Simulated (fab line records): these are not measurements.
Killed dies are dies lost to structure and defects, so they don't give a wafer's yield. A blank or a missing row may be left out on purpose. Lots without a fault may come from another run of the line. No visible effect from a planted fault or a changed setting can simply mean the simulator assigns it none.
Which tool is to blame?    flow n5_finfet    69 wafers from 23 lots sampled at 6 of the route's 1938 steps

## WHAT THE GAUGES READ, wafer by wafer
No reading from a measuring or inspecting step in the record can be judged against a usual standard deviation.

## WHICH TOOL RAN EACH LOT (tool, then ch and the chambers of the sampled wafers, then the start)
lot   N5_HKMG_FIN_STRIP_19                  N5_HKMG_FIN_STRIP_89                N5_HKMG_FIN_ETCH_67                N5_HKMG_FIN_ETCHBACK_68            N5_HKMG_FIN_CMP_23            N5_GATE_CUT_STRIP_59
L074  plasma_asher-01 ch 0,1, day 4 04:32   rie_diel-01 ch 1,2,3, day 4 05:25   rie_diel-05 ch 0,1,2, day 4 06:27  rie_metal-01 ch 0,1, day 4 06:40   cmp-04 ch 1,2,3, day 4 07:43  rie_diel-04 ch 0,1,3, day 4 08:52
L075  plasma_asher-02 ch 0,1, day 4 10:00   rie_diel-05 ch 0,1,3, day 4 10:47   rie_diel-05 ch 0,1, day 4 11:50    rie_metal-03 ch 0,1, day 4 12:04   cmp-04 ch 0,1,2, day 4 13:12  rie_diel-03 ch 0,2, day 4 14:39
L076  plasma_asher-02 ch 1, day 4 16:44     rie_diel-06 ch 0,1,3, day 4 17:50   rie_diel-05 ch 0,1, day 4 19:02    rie_metal-03 ch 0,1, day 4 19:15   cmp-02 ch 2,3, day 4 20:29    rie_diel-04 ch 0,1,2, day 4 21:37
L077  plasma_asher-02 ch 0,1, day 4 21:10   rie_diel-01 ch 0,2, day 4 22:02     rie_diel-06 ch 0,2,3, day 4 23:03  rie_metal-02 ch 0,1, day 4 23:16   cmp-04 ch 0,2, day 5 00:25    rie_diel-02 ch 2,3, day 5 01:28
L078  plasma_asher-01 ch 0,1, day 5 02:38   rie_diel-05 ch 0,2,3, day 5 03:26   rie_diel-06 ch 1,2, day 5 04:28    rie_metal-02 ch 0,1, day 5 04:40   cmp-01 ch 0,1,2, day 5 05:58  rie_diel-02 ch 2,3, day 5 06:52
L079  plasma_asher-02 ch 0,1, day 5 09:27   rie_diel-06 ch 0,2,3, day 5 10:18   rie_diel-06 ch 0,3, day 5 11:20    rie_metal-03 ch 0,1, day 5 11:33   cmp-02 ch 0,1,2, day 5 12:43  rie_diel-02 ch 0,2,3, day 5 13:58
L080  plasma_asher-01 ch 0,1, day 5 21:01   rie_diel-01 ch 1,2, day 5 21:55     rie_diel-05 ch 0,3, day 5 22:55    rie_metal-02 ch 0,1, day 5 23:08   cmp-04 ch 0,1, day 6 00:12    rie_diel-02 ch 0,2, day 6 01:20
L081  plasma_asher-02 ch 1, day 5 21:28     rie_diel-01 ch 0,3, day 5 22:20     rie_diel-05 ch 1,2, day 5 23:20    rie_metal-03 ch 0,1, day 5 23:34   cmp-01 ch 0,1,3, day 6 00:37  rie_diel-04 ch 1,2,3, day 6 01:45
L082  plasma_asher-02 ch 0,1, day 6 07:34   rie_diel-01 ch 1,2, day 6 08:25     rie_diel-05 ch 0,1,2, day 6 09:25  rie_metal-01 ch 0,1, day 6 09:38   cmp-01 ch 1,2, day 6 10:42    rie_diel-02 ch 0,1, day 6 11:58
L083  plasma_asher-01 ch 0,1, day 6 11:56   rie_diel-01 ch 1,2,3, day 6 12:44   rie_diel-01 ch 0,1,2, day 6 13:44  rie_metal-03 ch 0,1, day 6 13:58   cmp-01 ch 0,1,3, day 6 15:01  rie_diel-02 ch 0,1,3, day 6 16:13
L084  plasma_asher-02 ch 0,1, day 6 21:05   rie_diel-01 ch 0,2,3, day 6 21:54   rie_diel-01 ch 0,3, day 6 22:55    rie_metal-03 ch 0,1, day 6 23:08   cmp-01 ch 0,1,3, day 7 00:21  rie_diel-04 ch 0,1,3, day 7 01:20
L085  plasma_asher-01 ch 0,1, day 6 23:40   rie_diel-05 ch 0,2,3, day 7 00:27   rie_diel-01 ch 0,3, day 7 01:28    rie_metal-01 ch 0,1, day 7 01:41   cmp-02 ch 1,2,3, day 7 02:44  rie_diel-02 ch 0,2,3, day 7 04:08
L086  plasma_asher-01 ch 0,1, day 7 07:40   rie_diel-05 ch 1,2,3, day 7 08:28   rie_diel-05 ch 1,2,3, day 7 09:29  rie_metal-01 ch 0,1, day 7 09:43   cmp-04 ch 1,2,3, day 7 10:46  rie_diel-04 ch 0,1,2, day 7 11:55
L087  plasma_asher-01 ch 0,1, day 7 10:41   rie_diel-06 ch 0,2,3, day 7 11:28   rie_diel-05 ch 0,1,3, day 7 12:32  rie_metal-02 ch 0,1, day 7 12:45   cmp-01 ch 0,3, day 7 13:53    rie_diel-02 ch 1,2, day 7 15:04
L088  plasma_asher-01 ch 1, day 7 14:54     rie_diel-01 ch 0,1, day 7 15:41     rie_diel-05 ch 0,1,3, day 7 16:42  rie_metal-02 ch 0, day 7 16:55     cmp-04 ch 0,3, day 7 17:59    rie_diel-04 ch 0,1,2, day 7 19:08
L089  plasma_asher-01 ch 0,1, day 8 00:17   rie_diel-05 ch 0,2,3, day 8 01:05   rie_diel-01 ch 0,2,3, day 8 02:06  rie_metal-03 ch 0, day 8 02:19     cmp-01 ch 0,1,2, day 8 03:30  rie_diel-02 ch 1,2,3, day 8 04:56
L090  plasma_asher-01 ch 0,1, day 8 05:48   rie_diel-05 ch 0,1,3, day 8 06:35   rie_diel-05 ch 0,1, day 8 07:36    rie_metal-03 ch 0, day 8 07:49     cmp-01 ch 0,1,2, day 8 09:09  rie_diel-02 ch 0,2,3, day 8 10:15
L092  plasma_asher-01 ch 0,1, day 8 14:36   rie_diel-05 ch 0,1,3, day 8 15:23   rie_diel-05 ch 0,2,3, day 8 16:24  rie_metal-02 ch 0,1, day 8 16:37   cmp-04 ch 0,1,2, day 8 17:41  rie_diel-04 ch 1,2,3, day 8 18:53
L093  plasma_asher-01 ch 0,1, day 8 23:10   rie_diel-06 ch 1,2, day 8 23:53     rie_diel-05 ch 0,1, day 9 00:56    rie_metal-03 ch 0,1, day 9 01:12   cmp-02 ch 0,1,3, day 9 02:35  rie_diel-02 ch 0,3, day 9 03:38
L094  plasma_asher-01 ch 0,1, day 9 04:39   rie_diel-06 ch 1,2, day 9 05:26     rie_diel-05 ch 1,2, day 9 06:26    rie_metal-02 ch 1, day 9 06:42     cmp-02 ch 1,2,3, day 9 08:05  rie_diel-02 ch 0,1, day 9 09:03
L095  plasma_asher-01 ch 0,1, day 9 11:30   rie_diel-01 ch 0,1,3, day 9 12:18   rie_diel-01 ch 1,2,3, day 9 13:19  rie_metal-01 ch 0,1, day 9 13:32   cmp-01 ch 1,2,3, day 9 14:35  rie_diel-03 ch 0,1,3, day 9 15:44
L096  plasma_asher-01 ch 0,1, day 9 15:55   rie_diel-01 ch 2,3, day 9 16:35     rie_diel-05 ch 0,2,3, day 9 17:37  rie_metal-01 ch 0,1, day 9 17:52   cmp-02 ch 1,2, day 9 18:59    rie_diel-03 ch 0,3, day 9 20:03
L097  plasma_asher-01 ch 0,1, day 10 00:10  rie_diel-06 ch 0,1,3, day 10 01:04  rie_diel-01 ch 0,1, day 10 02:22   rie_metal-03 ch 0,1, day 10 02:35  cmp-02 ch 0,2, day 10 03:38   rie_diel-03 ch 0,2,3, day 10 04:53
- N5_HKMG_FIN_STRIP_19: strips in N2/H2, time 360 s.
- N5_HKMG_FIN_STRIP_89: strips SOC in N2/H2, time 20 s.
- N5_HKMG_FIN_ETCH_67: etches SOC in N2/H2, stops on TiN, target depth 388.9 nm.
- N5_HKMG_FIN_ETCHBACK_68: etches the open film in Cl2/Ar, stops on HfO2, target depth 0.5 nm.
- N5_HKMG_FIN_CMP_23: polishes, stops on SiNx, t overpolish 10 s, target thk 46.326 nm.
- N5_GATE_CUT_STRIP_59: strips in N2/H2, time 20 s.

## WHAT THE TOOLS THEMSELVES READ (means of the sampled wafers that have a number; where no wafer has one, the mark that the record gives instead)
N5_HKMG_FIN_STRIP_19. Usual: drypump_motor_current_A 5.8 A, standard deviation 0.39; heater_power_w 467 W, standard deviation 40.
lot   tool             drypump_motor_current_A (A)  heater_power_w (W)  flag
L074  plasma_asher-01  5.5                          484                 
L075  plasma_asher-02  6.1                          484                 
L076  plasma_asher-02  6.0                          471                 
L077  plasma_asher-02  6.1                          476                 
L078  plasma_asher-01  5.8                          437                 
L079  plasma_asher-02  6.1                          475                 
L080  plasma_asher-01  5.5                          475                 
L081  plasma_asher-02  6.0                          473                 
L082  plasma_asher-02  6.1                          477                 
L083  plasma_asher-01  5.7                          446                 
L084  plasma_asher-02  6.1                          475                 
L085  plasma_asher-01  5.8                          444                 
L086  plasma_asher-01  5.5                          479                 
L087  plasma_asher-01  5.5                          480                 
L088  plasma_asher-01  6.0                          404                 
L089  plasma_asher-01  5.5                          476                 
L090  plasma_asher-01  5.6                          473                 
L092  plasma_asher-01  5.5                          474                 
L093  plasma_asher-01  5.5                          470                 
L094  plasma_asher-01  5.5                          484                 
L095  plasma_asher-01  5.7                          447                 
L096  plasma_asher-01  5.5                          472                 
L097  plasma_asher-01  5.8                          445                 

N5_HKMG_FIN_STRIP_89. Usual: drypump_motor_current_A 5.7 A, standard deviation 0.53; oes_product_au 0.77 a.u., standard deviation 0.075; rf_vpp_V 54.3 V, standard deviation 0.85; showerhead_plenum_p_Torr 3.40 Torr, standard deviation 0.1; throttle_valve_pct 19.0 %, standard deviation 0.32.
lot   tool         drypump_motor_current_A (A)  oes_product_au (a.u.)  rf_vpp_V (V)  showerhead_plenum_p_Torr (Torr)  throttle_valve_pct (%)  flag
L074  rie_diel-01  5.7                          0.74                   53.9          3.43                             19.2                    
L075  rie_diel-05  6.0                          0.82                   55.3          3.47                             19.0                    
L076  rie_diel-06  5.3                          0.82                   54.3          3.34                             18.8                    
L077  rie_diel-01  5.8                          0.80                   54.5          3.42                             19.0                    
L078  rie_diel-05  5.8                          0.77                   55.1          3.46                             19.0                    
L079  rie_diel-06  5.8                          0.78                   53.1          3.37                             18.9                    
L080  rie_diel-01  6.0                          0.71                   53.9          3.37                             19.3                    
L081  rie_diel-01  5.2                          0.77                   54.7          3.39                             19.0                    
L082  rie_diel-01  6.0                          0.72                   54.4          3.43                             19.3                    
L083  rie_diel-01  5.8                          0.72                   54.7          3.42                             19.3                    
L084  rie_diel-01  5.5                          0.77                   54.0          3.40                             19.0                    
L085  rie_diel-05  5.8                          0.75                   54.7          3.45                             19.0                    
L086  rie_diel-05  5.5                          0.78                   54.1          3.52                             19.0                    
L087  rie_diel-06  5.8                          0.76                   54.4          3.36                             18.9                    
L088  rie_diel-01  5.5                          0.88                   53.2          3.27                             18.7                    
L089  rie_diel-05  5.8                          0.74                   54.3          3.44                             19.1                    
L090  rie_diel-05  6.0                          0.78                   54.1          3.46                             19.1                    
L092  rie_diel-05  6.0                          0.77                   54.3          3.46                             19.1                    
L093  rie_diel-06  5.6                          0.73                   53.0          3.38                             18.6                    
L094  rie_diel-06  6.1                          0.70                   54.2          3.40                             18.6                    
L095  rie_diel-01  5.5                          0.81                   53.9          3.32                             18.9                    
L096  rie_diel-01  5.8                          0.72                   53.6          3.47                             19.3                    
L097  rie_diel-06  5.3                          0.76                   55.1          3.32                             18.8                    

N5_HKMG_FIN_ETCH_67. Usual: drypump_motor_current_A 5.7 A, standard deviation 0.53; oes_product_au 0.76 a.u., standard deviation 0.074; rf_vpp_V 241.3 V, standard deviation 1.4; showerhead_plenum_p_Torr 2.60 Torr, standard deviation 0.082; throttle_valve_pct 17.84 %, standard deviation 0.24.
lot   tool         drypump_motor_current_A (A)  oes_product_au (a.u.)  rf_vpp_V (V)  showerhead_plenum_p_Torr (Torr)  throttle_valve_pct (%)  flag
L074  rie_diel-05  5.8                          0.75                   241.3         2.62                             17.92                   
L075  rie_diel-05  6.0                          0.79                   241.4         2.63                             17.88                   
L076  rie_diel-05  6.1                          0.78                   241.8         2.63                             17.88                   
L077  rie_diel-06  5.8                          0.79                   240.6         2.56                             17.82                   
L078  rie_diel-06  5.7                          0.74                   241.0         2.57                             17.62                   
L079  rie_diel-06  5.2                          0.84                   240.1         2.51                             17.81                   
L080  rie_diel-05  6.0                          0.81                   241.5         2.64                             17.56                   
L081  rie_diel-05  5.6                          0.78                   241.8         2.67                             17.98                   
L082  rie_diel-05  5.8                          0.72                   241.1         2.61                             17.96                   
L083  rie_diel-01  5.7                          0.75                   240.0         2.54                             17.91                   
L084  rie_diel-01  5.2                          0.81                   240.9         2.51                             17.80                   
L085  rie_diel-01  5.2                          0.76                   240.7         2.56                             17.97                   
L086  rie_diel-05  5.5                          0.78                   243.3         2.67                             17.83                   
L087  rie_diel-05  6.0                          0.78                   242.1         2.62                             17.76                   
L088  rie_diel-05  6.0                          0.77                   243.2         2.62                             17.75                   
L089  rie_diel-01  5.5                          0.75                   241.1         2.57                             17.95                   
L090  rie_diel-05  6.3                          0.71                   240.2         2.56                             17.91                   
L092  rie_diel-05  5.8                          0.73                   241.5         2.61                             17.81                   
L093  rie_diel-05  6.0                          0.75                   241.1         2.61                             17.94                   
L094  rie_diel-05  5.3                          0.71                   242.2         2.64                             18.06                   
L095  rie_diel-01  5.8                          0.78                   241.4         2.58                             17.99                   
L096  rie_diel-05  5.8                          0.73                   241.0         2.60                             17.84                   
L097  rie_diel-01  5.4                          0.84                   239.6         2.46                             17.67                   

N5_HKMG_FIN_ETCHBACK_68. Usual: drypump_motor_current_A 5.5 A, standard deviation 0.39; oes_product_au 0.74 a.u., standard deviation 0.11; throttle_valve_pct 20.87 %, standard deviation 0.16.
lot   tool          drypump_motor_current_A (A)  oes_product_au (a.u.)  throttle_valve_pct (%)  flag
L074  rie_metal-01  5.3                          0.82                   20.83                   
L075  rie_metal-03  5.9                          0.64                   21.00                   
L076  rie_metal-03  5.9                          0.64                   21.01                   
L077  rie_metal-02  5.7                          0.69                   20.92                   
L078  rie_metal-02  5.7                          0.69                   20.91                   
L079  rie_metal-03  5.7                          0.68                   20.96                   
L080  rie_metal-02  5.4                          0.76                   20.79                   
L081  rie_metal-03  5.7                          0.68                   20.95                   
L082  rie_metal-01  5.2                          0.86                   20.80                   
L083  rie_metal-03  5.7                          0.67                   20.96                   
L084  rie_metal-03  5.9                          0.63                   21.03                   
L085  rie_metal-01  5.3                          0.80                   20.85                   
L086  rie_metal-01  5.2                          0.84                   20.82                   
L087  rie_metal-02  5.7                          0.67                   20.93                   
L088  rie_metal-02  6.0                          0.59                   21.06                   
L089  rie_metal-03  5.4                          0.70                   20.89                   
L090  rie_metal-03  5.4                          0.70                   20.88                   
L092  rie_metal-02  5.7                          0.66                   20.93                   
L093  rie_metal-03  5.9                          0.87                   20.65                   
L094  rie_metal-02  5.2                          0.81                   20.67                   
L095  rie_metal-01  5.2                          0.82                   20.82                   
L096  rie_metal-01  5.2                          0.78                   20.87                   
L097  rie_metal-03  5.7                          0.77                   20.78                   

N5_HKMG_FIN_CMP_23. Usual: motor_current_A 12.2 A, standard deviation 1.3; overpolish_run_s 9.999 s, standard deviation 0.02; time_to_endpoint_s 12.3 s, standard deviation 2.7.
lot   tool    motor_current_A (A)  overpolish_run_s (s)  time_to_endpoint_s (s)  flag
L074  cmp-04  11.0                 10.003                12.7                    
L075  cmp-04  10.8                 10.000                13.1                    
L076  cmp-02  13.2                 9.998                 10.7                    
L077  cmp-04  11.7                 10.003                13.9                    
L078  cmp-01  13.7                 9.993                 10.4                    
L079  cmp-02  12.0                 10.009                13.1                    
L080  cmp-04  11.0                 9.994                 15.9                    
L081  cmp-01  13.4                 9.996                 9.7                     
L082  cmp-01  12.3                 9.997                 10.6                    
L083  cmp-01  13.1                 10.002                12.4                    
L084  cmp-01  13.5                 10.002                10.5                    
L085  cmp-02  12.4                 10.006                12.2                    
L086  cmp-04  11.0                 10.000                10.1                    
L087  cmp-01  13.5                 10.003                12.1                    
L088  cmp-04  11.4                 9.996                 12.1                    
L089  cmp-01  13.4                 10.001                11.0                    
L090  cmp-01  13.4                 10.009                12.6                    
L092  cmp-04  11.1                 9.999                 7.7                     
L093  cmp-02  11.7                 9.998                 12.5                    
L094  cmp-02  12.0                 10.004                9.4                     
L095  cmp-01  12.1                 10.000                12.3                    
L096  cmp-02  11.9                 9.996                 14.9                    
L097  cmp-02  11.5                 9.997                 16.9                    

N5_GATE_CUT_STRIP_59. Usual: drypump_motor_current_A 5.9 A, standard deviation 0.52; oes_product_au 0.75 a.u., standard deviation 0.056; rf_vpp_V 45.3 V, standard deviation 0.88; showerhead_plenum_p_Torr 3.38 Torr, standard deviation 0.12; throttle_valve_pct 12.23 %, standard deviation 0.16.
lot   tool         drypump_motor_current_A (A)  oes_product_au (a.u.)  rf_vpp_V (V)  showerhead_plenum_p_Torr (Torr)  throttle_valve_pct (%)  flag
L074  rie_diel-04  6.1                          0.75                   44.2          3.41                             12.26                   
L075  rie_diel-03  5.7                          0.73                   43.9          3.27                             12.32                   
L076  rie_diel-04  5.9                          0.75                   45.1          3.37                             12.29                   
L077  rie_diel-02  6.5                          0.70                   44.5          3.43                             12.27                   
L078  rie_diel-02  6.3                          0.72                   45.4          3.41                             12.18                   
L079  rie_diel-02  5.9                          0.75                   44.9          3.46                             12.18                   
L080  rie_diel-02  5.4                          0.80                   45.7          3.49                             12.08                   
L081  rie_diel-04  5.8                          0.75                   46.2          3.46                             12.17                   
L082  rie_diel-02  5.5                          0.80                   45.9          3.44                             12.08                   
L083  rie_diel-02  6.0                          0.75                   45.8          3.42                             12.21                   
L084  rie_diel-04  6.1                          0.73                   45.8          3.40                             12.30                   
L085  rie_diel-02  6.0                          0.74                   45.1          3.46                             12.21                   
L086  rie_diel-04  5.9                          0.74                   45.1          3.36                             12.34                   
L087  rie_diel-02  6.2                          0.75                   45.0          3.33                             12.12                   
L088  rie_diel-04  6.0                          0.74                   45.7          3.35                             12.35                   
L089  rie_diel-02  6.4                          0.72                   45.1          3.36                             12.24                   
L090  rie_diel-02  6.0                          0.74                   45.3          3.45                             12.22                   
L092  rie_diel-04  5.8                          0.73                   45.4          3.45                             12.22                   
L093  rie_diel-02  5.6                          0.87                   45.8          3.50                             12.02                   
L094  rie_diel-02  5.5                          0.78                   44.6          3.43                             12.14                   
L095  rie_diel-03  5.9                          0.71                   45.0          3.25                             12.37                   
L096  rie_diel-03  5.5                          0.71                   45.1          3.20                             12.38                   
L097  rie_diel-03  5.5                          0.70                   44.6          3.25                             12.36                   

## THE ANSWER, worked out from the rows above alone
Rule: a lot counts as off when the mean over its wafers that have a number is more than 3 standard deviations away from the usual mean. A lot without any number at a reading at which 4 lots or more have one is off too. All remaining lots with rows at the step are treated as sound. After the gauges, taken in route order, come the tools' own readings; for these a lot's mean is taken, as printed above. At the first step where some lot is off, the reading lying furthest off is the one used; lots without a number count as furthest.
Nothing can be told from this: no lot is off at any reading shown.

## WHAT THE SIMULATOR PUT IN
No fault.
